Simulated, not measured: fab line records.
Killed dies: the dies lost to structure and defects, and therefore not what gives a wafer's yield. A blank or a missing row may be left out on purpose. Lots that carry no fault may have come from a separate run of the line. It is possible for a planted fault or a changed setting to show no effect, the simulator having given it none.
A lot that was struck, set against a sound lot	flow n5-finfet	15 steps out of a route of 1938
Sound: the wafers L692.3, L692.4, L692.6. Wafers struck: L698.2, L698.5, L698.6. Last of all comes the cause.
Per side, at each step with rows, come the tool, then ch with its chambers, and then its first start. Under that, the readings that differ: sound wafers	struck wafers	difference of the means	sigmas: that difference in standard deviations of wafers without a fault.
alike: readings whose means differ by less than 2 such deviations, and words and numbers that are the same on both sides. not compared: withheld readings, readings that some wafer has no value for, bounds like >300 that may hide the same value, and numbers for which the record gives no deviation and whose values overlap.
A row with sigmas, a row that says differs or no value, or rows on one side alone: a step with any of these is where the two part. Numbers that have no deviation but don't overlap get no sigmas and don't part them. A reading that every wafer of one side lacks parts them only if that side has two wafers or more.

first, 1 step without rows for these wafers: N5_BEOL_M13_HARDBAKE_14 (time 120 s).
N5_BEOL_M13_CD_MEAS_10: target cd 190 nm.
  sound on cd-sem-01 ch 0, day 12 15:41; struck on cd-sem-03 ch 0, day 14 01:23
  alike: cd-nm
N5_BEOL_M13_OVL_MEAS_11:
  sound on overlay-01 ch 0, day 12 15:43; struck on overlay-01 ch 0, day 14 01:25
  alike: V12_OVL
N5_BEOL_M13_INSPECT_12: inspects for defects (macro).
  struck on defect-inspect-01, day 14 01:27; sound on defect-inspect-01, day 12 15:44
  alike: raw-defect-count
N5_BEOL_M13_DESCUM_15: chemistry O2, time 7.9 s.
  sound on rie-diel-06 ch 0,2,3, day 12 15:52; struck on rie-diel-06 ch 0,1,2, day 14 01:29
  alike: bias-power-w, drypump-motor-current-A, oes-product-au, rf-vpp-V, showerhead-plenum-p-Torr, throttle-valve-pct
  not compared: rf-hours-counter-h
N5_BEOL_M13_ETCH_59: etches BARC in N2/H2, target depth 89 nm, overetch 26.7 nm, time 67.9 s.
  sound on rie-diel-06 ch 0,2,3, day 12 15:53; struck on rie-diel-06 ch 0,1,2, day 14 01:31
  alike: drypump-motor-current-A, oes-product-au, rf-vpp-V, showerhead-plenum-p-Torr, throttle-valve-pct
  not compared: rf-hours-counter-h
N5_BEOL_M13_VIA_ETCH_16: etches SiOC in C4F8/O2/Ar, target depth 921.7 nm.
  sound on rie-diel-06 ch 0,2,3, day 12 15:56; struck on rie-diel-06 ch 0,1,2, day 14 01:34
  alike: drypump-motor-current-A, he-inner-torr, he-outer-torr, oes-product-au, rf-vpp-V, showerhead-plenum-p-Torr, throttle-valve-pct
N5_BEOL_M13_STRIP_63: strips in N2/H2.
  sound on plasma-asher-01 ch 0,1, day 12 16:13; struck on plasma-asher-02 ch 0,1, day 14 01:48
  alike: drypump-motor-current-A, heater-power-w, oes-product-au, strip-time-to-endpoint-s
  not compared: rf-hours-counter-h
N5_BEOL_M13_STRIP_64: strips in N2/H2.
  sound on plasma-asher-01 ch 0,1, day 12 16:16; struck on plasma-asher-02 ch 0,1, day 14 01:52
  alike: drypump-motor-current-A, heater-power-w, oes-product-au, strip-time-to-endpoint-s
  not compared: rf-hours-counter-h
then, 2 steps without rows for these wafers: N5_BEOL_M13_STRIP_71 (strips in post etch residue remover, time 60 s); N5_BEOL_M13_SRD_72 (time 30 s, dry time 30 s).
N5_BEOL_M13_CD_MEAS_17: target cd 190 nm.
  struck on cd-sem-02, day 14 02:01; sound on cd-sem-02, day 12 16:24
reading	sound	struck	difference	sigmas
cd-nm (nm)	193.1 194.0 192.3	188.3 190.6 189.7	-3.6	-2
N5_BEOL_M13_COAT_65: time 60 s, resist thk 350 nm.
  sound on litho-track-01 ch 0, day 12 16:26; struck on litho-track-01 ch 0, day 14 02:04
reading	sound	struck	difference	sigmas
heater-power-total-W (W)	502.5 501.0 502.7	477.7 478.1 476.8	-24.5	-14
plate-temp-C (C)	249.68 249.85 249.79	241.71 241.38 241.36	-8.29	-49
  alike: dispense-pressure-kPa
then, 1 step without rows for these wafers: N5_BEOL_M13_COAT_66 (time 60 s, resist thk 110 nm).
N5_PASSIVATION_PROBE_49:
  struck on prober-02, day 15 11:12; sound on prober-02, day 14 03:44
  alike: defect-limited-yield, killed_at_M0_to_M3, killed_at_M4_up, killed-at-contacts, killed-at-front-end, killed-at-other, killed-dies, killed-open, killed-short, sort_bin_5_function, sort_bin_6_memory, sort_bin_8_speed, sort-n-pass, sort-yield-pct

WHERE THEY PART
At N5_BEOL_M13_CD_MEAS_17 first; at N5_BEOL_M13_COAT_65 last (within this record only). Later steps at which nothing parts them and some readings are alike: N5_PASSIVATION_PROBE_49.

WHY: whatever the simulator had introduced
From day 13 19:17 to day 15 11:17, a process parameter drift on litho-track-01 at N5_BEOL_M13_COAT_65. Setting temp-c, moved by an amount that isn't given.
